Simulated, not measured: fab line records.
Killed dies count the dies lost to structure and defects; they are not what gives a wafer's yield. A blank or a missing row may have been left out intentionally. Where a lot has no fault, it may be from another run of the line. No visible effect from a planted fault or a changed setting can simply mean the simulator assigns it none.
fab line records	flow nand_harc
record: lots: 13	wafers: 39	last_day: 24
route steps=1159 shown A_STAIRCASE@558 HYBRID_BOND@1094 THIN_TSV@1124 END@1159
lots untouched by any fault: they come from a run of this same line in which no faults occurred
start_h: start of the lot's first displayed wafer, in hours after the record's first day	wait_h: hours since the lot's step before	" same as the row above	L1.1+2: a single row standing in for several wafers	- value missing, or start not given	* or withheld: withheld	< > ~ a bound
route shown NAME@n: NAME is a module with steps in the file, n the number in the route of the first one	usual: average and standard deviation across the fault-free wafers	same: alike in all rows	chamber/n: place in a boat	sites: per-site readings	_std_site: standard deviation of those values	_edge_site: outer sites' mean less inner sites'	radius_mm: for every site, how far away it sits from the centre of the wafer	mask NAME#n: copy n	behind: tool/chamber where the wafer was last shaped	hold: why the lot went on hold/how many hours it stayed there/how the hold came to an end	device: transistor that didn't switch, given as n, p or np	end of line: the tests these same wafers got at the end of their route	a step given without rows: its recipe and nothing more	killed: not the wafer's yield, but the dies lost to structure and defects at the first sort	map: per-die view of a wafer (x killed, . not killed, _ where there is no die)
set.NAME: the setting as run; set.NAME@STEP: as run at that earlier step	model.NAME: the simulator's own value behind a step, which no gauge read
steps of the route over a sample of lots; a table a step, a row a wafer
services: a tool's chamber out of use, with start hour (start_h, from the record's first day; less than 0 if before it), hours out, and reason
== steps ==
step: NHARC_A_STAIRCASE_ETCH_21
recipe: target_depth_a: 1000	time_s: 40.5	ion_energy_ev: 400	c4f8_flow_sccm: 20	o2_flow_sccm: 10	ar_flow_sccm: withheld	rf_w: 600	bias_w: 1000	chemistry: C4F8/O2
usual: oes_product_au: 0.949/0.017	rf_vpp_V: 894/5.9
lot.wafer	tool	chamber	start_h	wait_h	oes_product_au	rf_hours_counter_h	rf_vpp_V
L558.2	rie_diel-03	3	250.13	-	0.950	10	896
L558.1	"	1	"	"	0.946	8	888
L558.6	"	3	"	"	0.963	-	896
L560.1	rie_diel-13	3	253.28	-	0.912	54	888
L560.3	"	0	"	"	0.943	54	889
L560.4	"	1	"	"	0.935	52	900
L556.2	rie_diel-03	3	253.61	-	0.968	11	894
L556.1	"	1	"	"	0.949	10	887
L556.5	"	2	"	"	0.973	-	889
L559.3	rie_diel-13	0	258.36	-	0.969	56	891
L559.4	"	1	"	"	0.937	54	902
L559.2	"	3	"	"	0.939	56	886
L562.3	rie_diel-01	2	273.85	-	0.935	48	890
L562.4	"	1	"	"	0.930	47	892
L562.6	"	2	"	"	0.940	-	890
L565.2	rie_diel-01	3	284.89	-	0.932	56	888
L565.1	"	1	"	"	0.939	52	893
L565.6	"	0	"	"	0.923	-	898
L563.2	rie_diel-01	1	289.28	-	0.949	54	890
L563.1	"	2	"	"	0.968	54	890
L563.6	"	3	"	"	0.980	-	888
L567.3	rie_diel-01	3	309.08	-	0.954	63	888
L567.2	"	0	"	"	0.957	62	899
L567.1	"	1	"	"	0.963	60	892
L574.6	rie_diel-03	0	340.18	-	0.948	-	894
L574.4	"	2	"	"	0.938	-	886
L574.5	"	3	"	"	0.951	-	895
L575.3	rie_diel-03	0	352.42	-	0.927	49	896
L575.4	"	3	"	"	0.934	-	894
L575.6	"	0	"	"	0.936	-	895
L577.4	rie_diel-13	1	361.95	-	0.957	30	900
L577.1	"	2	"	"	0.973	30	899
L577.6	"	0	"	"	0.982	-	888
L579.4	rie_diel-13	2	366.54	-	0.980	33	899
L579.2	"	0	"	"	0.973	32	888
L579.6	"	1	"	"	0.971	-	900
L578.3	rie_diel-03	2	367.90	-	0.951	57	887
L578.2	"	3	"	"	0.958	58	894
L578.6	"	3	"	"	0.947	-	893
step: NHARC_HYBRID_BOND_ACTIVATE_00
recipe: time_s: 60	n2_flow_sccm: 200	ar_flow_sccm: 0	bias_power_w: 0	chemistry: N2
usual: drypump_motor_current_A: 5.9/0.36	n2_flow_sccm: 200.0/0.66	oes_product_au: 0.999/0.012	rf_vpp_V: 64.0/0.85	showerhead_plenum_p_Torr: 1.75/0.082
lot.wafer	tool	chamber	start_h	wait_h	drypump_motor_current_A	n2_flow_sccm	oes_product_au	rf_hours_counter_h	rf_vpp_V	showerhead_plenum_p_Torr
L560.3	rie_diel-13	0	415.03	0.1	5.0	199.6	1.037	52	63.4	1.66
L560.4	"	1	"	"	6.2	199.4	1.003	54	62.6	1.81
L560.1	"	3	"	"	6.4	201.3	0.990	55	63.9	1.90
L558.1	rie_diel-01	0	423.41	0.1	6.0	200.1	0.990	35	63.9	1.80
L558.2	"	1	"	"	5.8	200.1	1.010	35	63.2	1.70
L558.6	"	0	"	"	6.1	199.7	0.998	-	63.5	1.80
L556.1	rie_diel-01	1	434.88	0.1	5.8	198.7	0.997	40	64.0	1.70
L556.2	"	2	"	"	6.2	199.1	0.980	38	63.2	1.67
L556.5	"	2	"	"	6.2	199.0	0.979	-	63.8	1.67
L559.3	rie_diel-02	0	435.05	0.1	5.5	201.1	1.016	11	63.9	1.70
L559.2	"	1	"	"	6.0	199.1	1.008	8	63.7	1.70
L559.4	"	3	"	"	5.8	201.5	0.990	11	65.9	1.87
L562.4	rie_diel-01	2	442.71	0.1	6.2	199.7	0.988	41	62.7	1.67
L562.3	"	3	"	"	5.2	199.4	1.007	41	62.0	1.63
L562.6	"	1	"	"	5.8	200.0	1.004	-	64.5	1.69
L565.1	rie_diel-02	3	451.69	0.1	5.8	200.5	0.996	14	64.0	1.87
L565.2	"	0	"	"	5.5	200.1	1.014	14	64.1	1.70
L565.6	"	3	"	"	5.8	200.2	0.996	-	65.6	1.87
L563.2	rie_diel-02	0	463.50	0.1	5.6	199.4	1.014	14	64.6	1.70
L563.1	"	1	"	"	6.0	200.7	1.029	11	63.3	1.70
L563.6	"	3	"	"	5.8	199.5	1.000	-	65.5	1.87
L567.2	rie_diel-13	1	475.95	0.1	6.2	199.9	1.013	7	66.5	1.81
L567.1	"	2	"	"	6.0	199.6	1.005	7	63.7	1.80
L567.3	"	0	"	"	5.0	198.9	1.006	6	63.9	1.65
L574.4	rie_diel-13	0	516.52	0.1	5.0	200.7	1.001	18	62.8	1.65
L574.5	"	2	"	"	6.1	200.3	0.992	-	64.1	1.80
L574.6	"	3	"	"	6.4	200.1	0.975	-	63.5	1.89
L575.4	rie_diel-02	3	523.06	0.1	5.8	199.8	0.984	1	64.3	1.86
L575.3	"	0	"	"	5.5	200.2	1.005	1	64.0	1.70
L575.6	"	0	"	"	5.5	199.6	0.999	-	62.9	1.70
L579.2	rie_diel-02	0	534.97	0.1	5.5	200.3	0.995	2	64.0	1.70
L579.4	"	2	"	"	6.2	199.8	0.990	2	64.5	1.68
L579.6	"	3	"	"	5.8	198.9	0.976	-	64.6	1.86
L577.1	rie_diel-13	3	539.30	0.1	6.4	201.3	0.975	26	64.2	1.89
L577.4	"	2	"	"	6.1	199.9	0.993	29	63.4	1.79
L577.6	"	0	"	"	5.0	200.0	0.997	-	63.5	1.64
L578.2	rie_diel-02	2	541.52	0.1	6.2	200.2	0.997	4	63.0	1.68
L578.3	"	3	"	"	5.8	200.2	0.985	4	63.8	1.86
L578.6	"	3	"	"	5.8	199.4	0.987	-	64.3	1.86
step: NHARC_THIN_TSV_DEP_47
recipe: target_thk_a: 2000	temp_c: withheld	pressure_torr: 6.5	rf_w: 900	teos_flow_sccm: 161.4	flow_sccm: 2650	target_thk_nm: 200	gas: O2	material: SiO2
usual: throttle_valve_pct: 16.1/0.6
lot.wafer	tool	chamber	start_h	wait_h	throttle_valve_pct
L560.3	pecvd-02	0	434.66	-	17.0
L560.1	"	2	"	"	17.0
L560.4	"	0	"	"	17.0
L558.2	pecvd-03	1	441.00	-	15.5
L558.1	"	2	"	"	15.6
L558.6	"	2	"	"	15.3
L556.1	pecvd-02	2	450.37	-	17.0
L556.2	"	1	"	"	15.8
L556.5	"	0	"	"	16.6
L559.3	pecvd-01	1	451.56	-	15.5
L559.2	"	0	"	"	15.8
L559.4	"	1	"	"	15.6
L562.3	pecvd-03	1	456.96	-	15.8
L562.6	"	1	"	"	15.5
L562.4	"	0	"	"	16.1
L565.2	pecvd-02	1	467.71	-	15.7
L565.1	"	2	"	"	17.0
L565.6	"	2	"	"	16.8
L563.2	pecvd-01	0	479.72	-	15.9
L563.1	"	1	"	"	15.7
L563.6	"	1	"	"	15.6
L567.1	pecvd-03	0	491.75	-	16.0
L567.2	"	2	"	"	15.2
L567.3	"	0	"	"	16.2
L574.4	pecvd-01	1	528.44	-	15.8
L574.5	"	2	"	"	16.3
L574.6	"	0	"	"	15.9
L575.3	pecvd-03	1	542.11	-	15.5
L575.4	"	1	"	"	15.3
L575.6	"	2	"	"	15.5
L579.2	pecvd-01	2	549.40	-	16.7
L579.4	"	1	"	"	15.5
L579.6	"	2	"	"	16.4
L578.3	pecvd-03	2	554.46	-	15.2
L578.2	"	0	"	"	16.1
L578.6	"	1	"	"	15.5
L577.1	pecvd-02	1	555.66	-	16.1
L577.4	"	1	"	"	15.9
L577.6	"	2	"	"	17.1
step: NHARC_THIN_TSV_PRE_CLEAN_54
recipe: time_s: 30	temp_c: 280	gas: H2/He
usual: heater_power_w: 379/29
lot.wafer	tool	chamber	start_h	wait_h	heater_power_w
L560.4	pvd_sputter-01	-	437.67	0.0	371
L560.1	"	-	"	"	343
L560.3	"	-	"	"	349
L558.2	pvd_sputter-01	-	443.96	0.1	378
L558.1	"	-	"	"	358
L558.6	"	-	"	"	373
L556.1	pvd_sputter-03	-	453.78	0.1	371
L556.2	"	-	"	"	401
L556.5	"	-	"	"	358
L559.4	pvd_sputter-01	-	454.99	0.1	373
L559.3	"	-	"	"	374
L559.2	"	-	"	"	343
L562.4	pvd_sputter-01	-	460.01	0.0	375
L562.3	"	-	"	"	339
L562.6	"	-	"	"	373
L565.2	pvd_sputter-02	-	470.89	0.1	466
L565.1	"	-	"	"	370
L565.6	"	-	"	"	405
L563.1	pvd_sputter-03	-	482.66	0.0	389
L563.2	"	-	"	"	362
L563.6	"	-	"	"	384
L567.3	pvd_sputter-02	-	494.87	0.0	393
L567.2	"	-	"	"	370
L567.1	"	-	"	"	387
L574.4	pvd_sputter-02	-	531.36	0.1	391
L574.5	"	-	"	"	479
L574.6	"	-	"	"	379
L575.3	pvd_sputter-03	-	545.60	0.0	382
L575.4	"	-	"	"	387
L575.6	"	-	"	"	384
L579.2	pvd_sputter-03	-	552.30	0.0	386
L579.4	"	-	"	"	364
L579.6	"	-	"	"	364
L578.3	pvd_sputter-01	-	557.43	0.1	384
L578.2	"	-	"	"	373
L578.6	"	-	"	"	377
L577.1	pvd_sputter-03	-	558.60	0.1	395
L577.4	"	-	"	"	365
L577.6	"	-	"	"	385
step: NHARC_END_SORT_01
recipe: temp_c: 25
usual: killed_at_array: 27/9.3	killed_at_other: 0.9/1.3	killed_at_periphery: 3.6/2.7	killed_dies: 31/9.7	killed_open: 3.3/1.8	killed_short: 2.0/1.5
same: gross_dies: 677
lot.wafer	tool	chamber	start_h	wait_h	killed_at_array	killed_at_other	killed_at_periphery	killed_dies	killed_open	killed_short
L563.1	prober-02	0	495.58	2.4	67	0	6	73	4	2
L563.2	prober-02	0	496.36	2.7	71	0	2	73	2	5
L563.6	prober-02	0	499.48	3.9	70	1	2	73	3	0
L567.1	prober-01	0	504.88	2.5	66	1	1	68	2	1
L567.2	prober-01	0	505.68	2.8	141	2	0	143	1	1
L567.3	prober-01	0	506.49	3.1	89	1	4	94	2	1
killed by level:class
L563.1 A_STAIRCASE:unspecified=42 A_CHANNEL_HOLE_D1:chamber_film_flake=10 A_STAIRCASE:chamber_film_flake=6 A_WL_FILL:chamber_film_flake=3 A_WL_FILL:geometric_particle:open=2 P_BONDPAD:chamber_film_flake=2 A_CONTACT:chamber_film_flake=2 P_M0:geometric_particle:short=1
L563.2 A_STAIRCASE:unspecified=41 A_STAIRCASE:chamber_film_flake=8 A_CHANNEL_HOLE_D1:chamber_film_flake=6 A_WL_FILL:chamber_film_flake=5 A_CONTACT:chamber_film_flake=4 P_M1:geometric_particle:open=1 A_CHANNEL_FILL_D1:geometric_particle:short=1 A_CHANNEL_HOLE_D1:geometric_particle:short=1
L563.6 A_STAIRCASE:unspecified=54 A_CHANNEL_HOLE_D1:chamber_film_flake=13 P_STI:geometric_particle:open=1 P_CONTACT:geometric_particle:open=1 STARTING-WAFER:geometric_particle:open=1 A_CHANNEL_FILL_D1:chamber_film_flake=1 A_STAIRCASE:chamber_film_flake=1 A_WL_FILL:chamber_film_flake=1
L567.1 A_STAIRCASE:unspecified=44 A_SLIT:chamber_film_flake=11 A_CHANNEL_HOLE_D1:chamber_film_flake=3 A_STAIRCASE:chamber_film_flake=3 A_CHANNEL_FILL_D1:geometric_particle:short=1 A_SGD_CUT:geometric_particle:open=1 A_WL_FILL:geometric_particle:open=1 P_M1:chamber_film_flake=1
L567.2 A_STAIRCASE:unspecified=98 A_CHANNEL_HOLE_D1:chamber_film_flake=23 A_SLIT:chamber_film_flake=13 A_CHANNEL_FILL_D1:chamber_film_flake=2 A_WL_FILL:geometric_particle:short=1 STARTING-WAFER:geometric_particle:open=1 A_ZERO_WELL:chamber_film_flake=1 A_STAIRCASE:chamber_film_flake=1
L567.3 A_STAIRCASE:unspecified=48 A_CHANNEL_HOLE_D1:chamber_film_flake=18 A_SLIT:chamber_film_flake=11 A_STAIRCASE:chamber_film_flake=8 A_WL_FILL:chamber_film_flake=2 P_GATE:geometric_particle:open=1 P_CONTACT:geometric_particle:open=1 A_WL_FILL:geometric_particle:short=1
== services ==
tool	chamber	start_h	hours	kind
pvd_sputter-03	-	226.36	4.4	repair
pvd_sputter-01	-	246.58	14.5	repair
rie_diel-13	-	264.36	2.3	repair
rie_diel-13	-	276.05	9.0	pm
pvd_sputter-03	-	280.05	10.0	pm
pecvd-03	-	292.26	13.0	pm
rie_diel-02	1	301.04	52.3	repair
pvd_sputter-03	-	303.38	1.0	repair
rie_diel-01	-	314.85	9.0	pm
rie_diel-02	-	324.94	0.5	repair
rie_diel-02	-	327.89	9.0	pm
rie_diel-01	0	337.73	3.3	repair
rie_diel-13	2	385.36	7.5	repair
rie_diel-01	1	390.82	1.7	repair
rie_diel-13	-	403.61	1.7	repair
rie_diel-13	2	440.58	13.4	repair
rie_diel-13	-	440.80	0.2	repair
rie_diel-13	-	453.63	9.0	pm
rie_diel-02	-	455.70	0.8	repair
rie_diel-01	0	480.72	6.3	repair
rie_diel-01	-	491.87	9.0	pm
rie_diel-02	-	504.89	9.0	pm
rie_diel-02	1	536.10	4.2	repair
rie_diel-13	3	541.52	15.7	repair
== key ==
first_sign: step: NHARC_END_SORT_01	reading: killed_at_array	direction: up	sigmas: 6.2	usual: 27	struck: 84
effect: step: NHARC_END_SORT_01	reading: killed_dies	direction: up	sigmas: 5.8	usual: 31	struck: 87
more_kills_born_at: NHARC_A_STAIRCASE_ETCH_21@rie_diel-01: 326
met_at NHARC_A_STAIRCASE_ETCH_21
struck_lots L563,L567
tester_left_out L563,L567
not_acting_at NHARC_HYBRID_BOND_ACTIVATE_00,NHARC_THIN_TSV_DEP_47,NHARC_THIN_TSV_PRE_CLEAN_54
onset_between 284.89 289.28
fault: kind: chamber_particle_source	tool: rie_diel-01	chamber: -	onset_h: 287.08	steps: NHARC_A_STAIRCASE_ETCH_21	rate_per_visit_cm2: 1.7049	end_h: 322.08
tester_left_out: of these lots the tester's yield and bins aren't shown, on N5 and GAA mostly nor the transistor test; their killed dies are dies lost to structure and defects alone, not to doping, threshold or leakage, so they don't give the yield
